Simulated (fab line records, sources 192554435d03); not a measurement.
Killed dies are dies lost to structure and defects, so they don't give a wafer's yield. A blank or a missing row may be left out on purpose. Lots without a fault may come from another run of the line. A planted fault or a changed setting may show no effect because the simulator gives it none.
fab line records | flow n5_finfet
record lots=5 wafers=13 last_day=19
route steps=1938 shown BEOL_M10@1527 BEOL_M11@1536
lots that met no fault: from a run of the same line without faults
start_h: hours from the record's first day to the start of the lot's first wafer shown | wait_h: hours since the lot's step before | " the same as in the row above | L1.1+2: a row that stands for several wafers | - no value, or no start given | * or withheld: withheld | < > ~ a bound
route shown NAME@n: a module of which the file shows steps, and the number in the route of the first | usual: mean/standard deviation of fault-free wafers | same: alike in all rows | chamber/n: place in a boat | sites: the reading at each site | _std_site: their standard deviation | _edge_site: outer sites' mean less inner sites' | radius_mm: how far each site lies from the wafer's centre | mask NAME#n: copy n | behind: the tool/chamber that last shaped the wafer | hold: why the lot was held/for how many hours/how that ended | device: the transistor (n, p or np) that didn't switch | end of line: the same wafers' tests at the end of the route | a step without rows: its recipe alone | killed: dies lost to structure and defects at the first sort, not the wafer's yield | map: a wafer's dies, x killed, . not, _ none there
set.NAME: the setting as run; set.NAME@STEP: as run at that earlier step | model.NAME: the simulator's own value behind a step, which no gauge read
lots at some steps of the route; a table a step, a row a wafer
services: from which hour (start_h, from the record's first day; less than 0 if before it) a tool's chamber was out of use, for how many hours, and why
## steps
# step N5_BEOL_M10_SPUTTER_48
# recipe material=Cu target_thk_a=120 temp_c=-20 bias_v=60 power_w=26000 chamber_pressure_pa=0.13 time_s=2
# step N5_BEOL_M10_ECD_50
# recipe material=Cu target_thk_a=3180
# step N5_BEOL_M10_ANNEAL_51
# recipe temp_c=225 time_s=90 ambient=N2
# step N5_BEOL_M10_CMP_52
# recipe stop_on=SiCOH_lowk t_overpolish_s=7 down_force_psi=1 platen_rpm=50 clearing_platen_down_force_psi=1.5 clearing_platen_rpm=50 post_cmp_clean=cu_alkaline target_thk_nm=140 clearing_platen_pad_velocity_m_s=0.99484 pad_velocity_m_s=0.99484
# step N5_BEOL_M10_PRE_CLEAN_55
# recipe gas=NH3 time_s=15 temp_c=withheld rf_power_w=300
# step N5_BEOL_M10_DEP_56
# recipe material=SiCN target_thk_a=150 temp_c=withheld precursor=3MS/NH3 pressure_torr=3 rf_w=202 time_s=26.5
# step N5_BEOL_M11_ILD_DEP_00
# recipe material=SiCOH_lowk target_thk_a=3085.1 temp_c=300 precursor=DEMS/porogen pressure_torr=5 rf_w=500 time_s=58
# step N5_BEOL_M11_CURE_71
# recipe temp_c=385 time_s=240 ambient=He/Ar material=SiCOH_lowk
# step N5_BEOL_M11_PECVD_70
# recipe material=SiO2 target_thk_a=200 temp_c=400 precursor=TEOS/O2 pressure_torr=5.5 rf_w=450 teos_flow_sccm=53.8 gas=O2 flow_sccm=3000 time_s=22.7
# usual heater_power_w=767/140 showerhead_plenum_p_Torr=8.79/0.088 susceptor_temp_C=400.03/0.24 throttle_valve_pct=23.2/1.3
# columns lot.wafer tool chamber start_h wait_h heater_power_w showerhead_plenum_p_Torr susceptor_temp_C throttle_valve_pct model.SiO2_of_BEOL_M11_PECVD_70.thk_nm
L434.3 pecvd-03 0 252.85 0.0 730 8.87 400.29 23.7 20
L434.5 " 1 " " 715 8.77 400.38 23.4 20.4
L434.6 " 0 " " 726 8.86 400.42 23.5 20.2
L439.2 pecvd-03 2 361.53 0.0 760 8.75 399.77 23.2 20.6
L439.4 " 1 " " 745 8.76 400.08 23.3 20.6
L441.4 pecvd-03 2 368.86 0.1 706 8.74 400.03 23.3 20.2
L441.5 " 1 " " 793 8.74 400.13 23.1 20.4
L441.6 " 0 " " 722 8.85 399.81 23.5 20.8
L436.2 pecvd-03 0 392.72 0.0 774 8.83 399.86 23.4 20.6
L436.6 " 2 " " 700 8.77 400.12 23.2 21
L447.2 pecvd-04 2 397.07 0.0 560 8.71 399.88 20.7 20
L447.4 " 1 " " 580 8.88 400.10 22.3 20.2
L447.5 " 0 " " 679 8.84 400.43 24.3 20.4
# step N5_BEOL_M11_HM_DEP_02
# recipe material=TiN target_thk_a=200 temp_c=25 chamber_pressure_pa=0.49996
# step N5_BEOL_M11_COAT_59
# recipe resist=SOC temp_c=250 time_s=60 spin_rpm=1500 resist_thk_nm=100
# step N5_BEOL_M11_COAT_60
# recipe resist=SiARC temp_c=220 time_s=60 spin_rpm=1500 resist_thk_nm=30
# step N5_BEOL_M11_COAT_05
# recipe resist=CAR-ArF spin_rpm=1500 resist_thk_nm=90
# step N5_BEOL_M11_EBR_07
# recipe solvent=PGMEA ebr_width_mm=1.5
# step N5_BEOL_M11_SOFTBAKE_06
# recipe temp_c=110 time_s=60 resist=CAR-ArF
# step N5_BEOL_M11_EXPOSE_08
# recipe mask_id=M11 na=1.35 source_shape=dipole sigma_inner=0.411 sigma_outer=0.611 polarization=te dose_mj=53.75
# step N5_BEOL_M11_PEB_09
# recipe peb_temp_c=withheld peb_time_s=60 resist=CAR-ArF
# step N5_BEOL_M11_DEVELOP_10
# recipe develop_time_s=30 developer=TMAH resist=CAR-ArF rinse_liquid=diw dry=air_spin dev_temp_c=23
# step N5_BEOL_M11_DESCUM_16
# recipe chemistry=O2 time_s=7.9 source_power_w=50 bias_power_w=20 pressure_mtorr=20 rf_frequency_hz=2.712e+07 temp_c=40 resist=CAR-ArF o2_flow_sccm=225
# step N5_BEOL_M11_ETCH_61
# recipe chemistry=CF4 target=SiARC target_depth_a=390 mask_material=CAR-ArF time_s=65 ion_energy_ev=80 pressure_mtorr=40 source_w=545 bias_w=36 Ar_flow_sccm=100 cf4_flow_sccm=100 ends=cleared
# step N5_BEOL_M11_ETCH_62
# recipe chemistry=N2/H2 target=SOC target_depth_a=1100 overetch_a=220 mask_material=SiARC temp_c=40 time_s=165 ion_energy_ev=200 pressure_mtorr=30 source_w=840 bias_w=150 n2_flow_sccm=200 h2_flow_sccm=200
# step N5_BEOL_M11_STRIP_68
# recipe chemistry=N2/H2 temp_c=40 n2_flow_sccm=200 h2_flow_sccm=200 rf_frequency_hz=6e+07
# step N5_BEOL_M11_STRIP_67
# recipe chemistry=CF4 resist=SiARC power_w=300 bias_power_w=75 pressure_mtorr=50 cf4_flow_sccm=150 rf_frequency_hz=6e+07
# step N5_BEOL_M11_HM_OPEN_17
# recipe chemistry=Cl2/BCl3 target_depth_a=200 overetch_a=60 target=TiN mask_material=SOC ion_energy_ev=150 pressure_mtorr=10 icp_w=1000 bias_w=126 Cl2_flow_sccm=53.25 bcl3_flow_sccm=21.75 Ar_flow_sccm=25
# step N5_BEOL_M11_STRIP_19
# recipe chemistry=O2 power_w=400 temp_c=40 pressure_mtorr=30 rf_frequency_hz=6e+07 bias_power_w=0 overash_fraction=0.2 o2_flow_sccm=225
# step N5_BEOL_M11_COAT_63
# recipe resist=SOC temp_c=250 time_s=60 spin_rpm=1500 resist_thk_nm=100
# step N5_BEOL_M11_COAT_64
# recipe resist=SiARC temp_c=220 time_s=60 spin_rpm=1500 resist_thk_nm=30
# step N5_BEOL_M11_COAT_22
# recipe resist=CAR-ArF spin_rpm=1500 resist_thk_nm=90
# step N5_BEOL_M11_EBR_24
# recipe solvent=PGMEA ebr_width_mm=1.5
# step N5_BEOL_M11_SOFTBAKE_23
# recipe temp_c=110 time_s=60 resist=CAR-ArF
# step N5_BEOL_M11_EXPOSE_25
# recipe mask_id=V10 na=1.35 source_shape=annular sigma_inner=0.5 sigma_outer=0.8 polarization=unpolarized dose_mj=85.5
# step N5_BEOL_M11_PEB_26
# recipe peb_temp_c=withheld peb_time_s=60 resist=CAR-ArF
# step N5_BEOL_M11_DEVELOP_27
# recipe develop_time_s=30 developer=TMAH resist=CAR-ArF rinse_liquid=diw dry=air_spin dev_temp_c=23
# step N5_BEOL_M11_HM_STRIP_39
# recipe chemistry=peroxide_tin_strip material=TiN target_depth_a=250 temp_c=50 time_s=158
# usual temp_c=50.00/0.13
# columns lot.wafer tool chamber start_h wait_h temp_c model.SiO2_of_BEOL_M11_PECVD_70.thk_nm
L434.3 wet_bench-02 3 257.32 0.0 49.86 19.8
L434.5 " 6 " " 50.18 20.2
L434.6 " 0 " " 50.00 20
L439.2 wet_bench-02 1 369.87 0.0 49.96 20.6
L439.4 " 3 " " 50.01 20.4
L441.4 wet_bench-02 4 372.15 0.0 50.05 20.2
L441.5 " 5 " " 50.07 20.2
L441.6 " 1 " " 49.98 20.6
L436.2 wet_bench-01 1 401.48 0.0 49.93 20.4
L436.6 " 6 " " 50.11 20.8
L447.2 wet_bench-01 7 401.85 0.0 49.99 19.8
L447.4 " 1 " " 50.04 20
L447.5 " 0 " " 49.99 20.2
## services
# columns tool chamber start_h hours kind
wet_bench-01 - 239.83 0.6 repair
pecvd-03 0 263.54 - calibration
pecvd-04 2 301.30 3.7 repair
pecvd-04 0 312.35 5.5 scheduled_down
pecvd-03 1 383.62 - clean
pecvd-03 1 383.62 - consumable_replace:showerhead
pecvd-03 1 383.62 29.0 scheduled_down
pecvd-03 1 383.62 29.0 vent_cycle
## key
first_sign none at tools or gauges
model_effect step=N5_BEOL_M11_PECVD_70 value=SiO2_of_BEOL_M11_PECVD_70.thk_nm without=19.85 struck=20.75
model_effect step=N5_BEOL_M11_HM_STRIP_39 value=SiO2_of_BEOL_M11_PECVD_70.thk_nm without=19.65 struck=20.6
met_at N5_BEOL_M11_PECVD_70
struck_wafers L436.2,L436.6,L439.2,L441.6
onset_between 252.85 361.53
fault kind=process_parameter_drift tool=pecvd-03 chamber=- onset_h=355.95 steps=N5_BEOL_M11_PECVD_70 channel=time_s offset=* shape=step end_h=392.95 scope=struck_wafers_only acts_in=* stated=*
